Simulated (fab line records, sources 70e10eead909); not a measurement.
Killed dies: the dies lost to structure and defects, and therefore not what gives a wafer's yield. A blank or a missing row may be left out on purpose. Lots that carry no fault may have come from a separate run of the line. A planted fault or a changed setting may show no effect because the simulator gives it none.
Matching of chambers :: flow nand harc :: pecvd-02 running NHARC_P_M2_DEP_33: 3 sister chambers
The step deposits SiCN, target thk 30 nm. 22 wafers are shown with their chamber, then 11 later ones without.

== WAFERS WITH THEIR CHAMBER ==
wafer: L074.2
chamber: 2
heater power w (W): 587

wafer: L074.3
chamber: 0
heater power w (W): 564

wafer: L074.6
chamber: 0
heater power w (W): 537

wafer: L076.1
chamber: 1
heater power w (W): 715

wafer: L076.3
chamber: 2
heater power w (W): 595

wafer: L076.5
chamber: 0
heater power w (W): 564

wafer: L077.2
chamber: 1
heater power w (W): 662

wafer: L077.5
chamber: 0
heater power w (W): 503

wafer: L077.6
chamber: 2
heater power w (W): 486

wafer: L078.2
chamber: 1
heater power w (W): 672

wafer: L078.5
chamber: 1
heater power w (W): 668

wafer: L078.6
chamber: 2
heater power w (W): 588

wafer: L082.1
chamber: 2
heater power w (W): 541

wafer: L082.4
chamber: 2
heater power w (W): 543

wafer: L082.5
chamber: 2
heater power w (W): 536

wafer: L085.1
chamber: 1
heater power w (W): 647

wafer: L085.2
chamber: 2
heater power w (W): 610

wafer: L085.3
chamber: 0
heater power w (W): 529

wafer: L086.1
chamber: 2
heater power w (W): 543

wafer: L086.2
chamber: 0
heater power w (W): 530

wafer: L086.6
chamber: 1
heater power w (W): 589

wafer: L088.1
chamber: 2
heater power w (W): 513

SIGNATURES, as means of the wafers listed above
reading: heater power w
chamber 0: 537.83
chamber 1: 658.83
chamber 2: 554.20
scatter within a chamber: 36.5
Rule: for a wafer and a chamber, the distance is found by dividing, reading by reading, the gap between the wafer's reading and the chamber's mean by the reading's scatter, squaring, summing and taking the root. The wafer belongs to the nearest chamber; if the next one is less than 2 further off, it can't be placed. The scatter is the square root of a quotient: the sum, over the shown wafers, of each reading's squared deviation from its chamber's mean, divided by wafers minus chambers.

== WAFERS WITH NO CHAMBER GIVEN ==
wafer: L088.2
heater power w (W): 572

wafer: L088.3
heater power w (W): 515

wafer: L090.3
heater power w (W): 432

wafer: L090.4
heater power w (W): 440

wafer: L090.6
heater power w (W): 600

wafer: L092.1
heater power w (W): 521

wafer: L092.5
heater power w (W): 518

wafer: L092.6
heater power w (W): 509

wafer: L093.1
heater power w (W): 530

wafer: L093.3
heater power w (W): 494

wafer: L093.6
heater power w (W): 511

== WHICH CHAMBER EACH ONE RAN IN ==
wafer: L088.2
from the rows above: can't be placed: 2 or 0 or 1
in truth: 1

wafer: L088.3
from the rows above: can't be placed: 0 or 2
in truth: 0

wafer: L090.3
from the rows above: can't be placed: 0 or 2
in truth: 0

wafer: L090.4
from the rows above: can't be placed: 0 or 2
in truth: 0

wafer: L090.6
from the rows above: can't be placed: 2 or 1 or 0
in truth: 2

wafer: L092.1
from the rows above: can't be placed: 0 or 2
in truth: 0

wafer: L092.5
from the rows above: can't be placed: 0 or 2
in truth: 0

wafer: L092.6
from the rows above: can't be placed: 0 or 2
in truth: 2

wafer: L093.1
from the rows above: can't be placed: 0 or 2
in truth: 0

wafer: L093.3
from the rows above: can't be placed: 0 or 2
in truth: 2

wafer: L093.6
from the rows above: can't be placed: 0 or 2
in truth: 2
Correctly placed: 0 of 11. These rows do not allow placing 11 (true chamber among the candidates in 11). 0 placed wrongly.
